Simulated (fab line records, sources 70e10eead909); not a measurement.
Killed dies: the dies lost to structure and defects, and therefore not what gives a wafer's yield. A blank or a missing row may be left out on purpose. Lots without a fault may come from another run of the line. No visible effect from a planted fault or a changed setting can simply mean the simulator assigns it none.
A struck lot beside a sound one / flow nandHarc / 13 steps out of a route of 1302
Sound: these wafers, L184.2, L184.3, L184.6. Struck: wafer L194.2 (L194.4, L194.5, from the same lot, were not struck and are left out); the cause is given at the end.
Each step with rows lists, per side, the tool, then ch with its chambers, then its first start. Under that, the readings that differ: sound wafers / struck wafers / difference of the means / sigmas: that difference in standard deviations of wafers without a fault.
alike: same words and numbers on both sides, and readings whose means sit less than 2 such deviations apart. not compared: any withheld reading, any reading some wafer has no value for, any bound like >300 that may hide the same value, and any number with overlapping values for which the record gives no deviation.
Wherever a step has rows on one side only, a row that says differs or no value, or a row with sigmas, the two part there. Numbers that don't overlap but have no deviation are shown without sigmas and don't part them. A reading missing from all wafers of one side parts the sides only when that side holds two or more wafers.

NHARC_A_CHANNEL_FILL_D1_ALD_15: deposits SiNx, target thk 2 nm, pulse time 60 s, ald cycles 19.
  sound: aldSinBatch-03 ch 0; struck: aldSinBatch-02 ch 0
  alike: chamberPressureTorr, precursorPulseHeightRel
  not compared: aldCycles
NHARC_A_CHANNEL_FILL_D1_ALD_16: deposits SiO2, target thk 1.5 nm, pulse time 10 s, ald cycles 15.
  sound on aldHk-01 ch 0,1,3, day 11 14:16; struck on aldHk-01 ch 1, day 15 04:59
reading=precursorPulseHeightRel; sound=0.962 0.998 0.995; struck=1.054; difference=+0.069; sigmas=+4
  alike: heaterPowerW
  not compared: aldCycles
then, 3 steps without rows for these wafers: NHARC_A_CHANNEL_FILL_D1_ANNEAL_17 (time 1800 s); NHARC_A_CHANNEL_FILL_D1_CVD_18 (deposits poly-Si, target thk 3 nm); NHARC_A_CHANNEL_FILL_D1_ETCHBACK_19 (etches the open film in HBr/Cl2, target depth 5 nm, time 1.7 s).
NHARC_A_CHANNEL_FILL_D1_ETCHBACK_20: etches the open film in C4F8/O2/Ar, target depth 27 nm, time 13.5 s.
  sound on rieDiel-06 ch 0,2, day 12 02:13; struck on rieDiel-12 ch 1, day 15 16:54
reading=oesProductAu (a.u.); sound=0.92 0.93 0.92; struck=1.00; difference=+0.08; sigmas=+2
  alike: rfVppV
  not compared: rfHoursCounterH
NHARC_A_CHANNEL_FILL_D1_STRIP_28: strips in O2, time 20 s.
  sound on rieDiel-06 ch 0,1,2, day 12 02:17; struck on rieDiel-12 ch 3, day 15 16:59
reading=throttleValvePct (%); sound=17.036 17.023 17.016; struck=17.052; difference=+0.027; sigmas=+3
  alike: drypumpMotorCurrentA, oesProductAu, rfVppV, showerheadPlenumPTorr
  not compared: rfHoursCounterH
then, 4 steps without rows for these wafers: NHARC_A_CHANNEL_FILL_D1_PRECLEAN_21 (cleans in dHF, time 30 s); NHARC_A_CHANNEL_FILL_D1_SRD_23; NHARC_A_CHANNEL_FILL_D1_CVD_05 (deposits poly-Si, target thk 5 nm); NHARC_A_CHANNEL_FILL_D1_ANNEAL_22 (time 7200 s).
NHARC_A_CHANNEL_FILL_D1_ALD_25: deposits SiOx, target thk 60 nm, pulse time 10 s, ald cycles 600.
  sound on aldHk-03 ch 0,2,3, day 12 15:53; struck on aldHk-01 ch 2, day 16 07:52
reading=aldCycles; sound=600 600 600; struck=486; difference=-114; sigmas=
  alike: heaterPowerW, precursorPulseHeightRel
NHARC_A_CHANNEL_FILL_D1_ETCHBACK_08: etches the open film in C4F8, target depth 220 nm, time 110 s.
  sound: rieDiel-04 ch 0,1; struck: rieDiel-04 ch 3
  alike: oesProductAu, rfVppV
  not compared: rfHoursCounterH

== WHERE THEY PART ==
Last at NHARC_A_CHANNEL_FILL_D1_STRIP_28 as far as this record goes, first at NHARC_A_CHANNEL_FILL_D1_ALD_16. Later steps at which nothing parts them and some readings are alike: NHARC_A_CHANNEL_FILL_D1_ALD_25, NHARC_A_CHANNEL_FILL_D1_ETCHBACK_08.

WHY: whatever the simulator had introduced
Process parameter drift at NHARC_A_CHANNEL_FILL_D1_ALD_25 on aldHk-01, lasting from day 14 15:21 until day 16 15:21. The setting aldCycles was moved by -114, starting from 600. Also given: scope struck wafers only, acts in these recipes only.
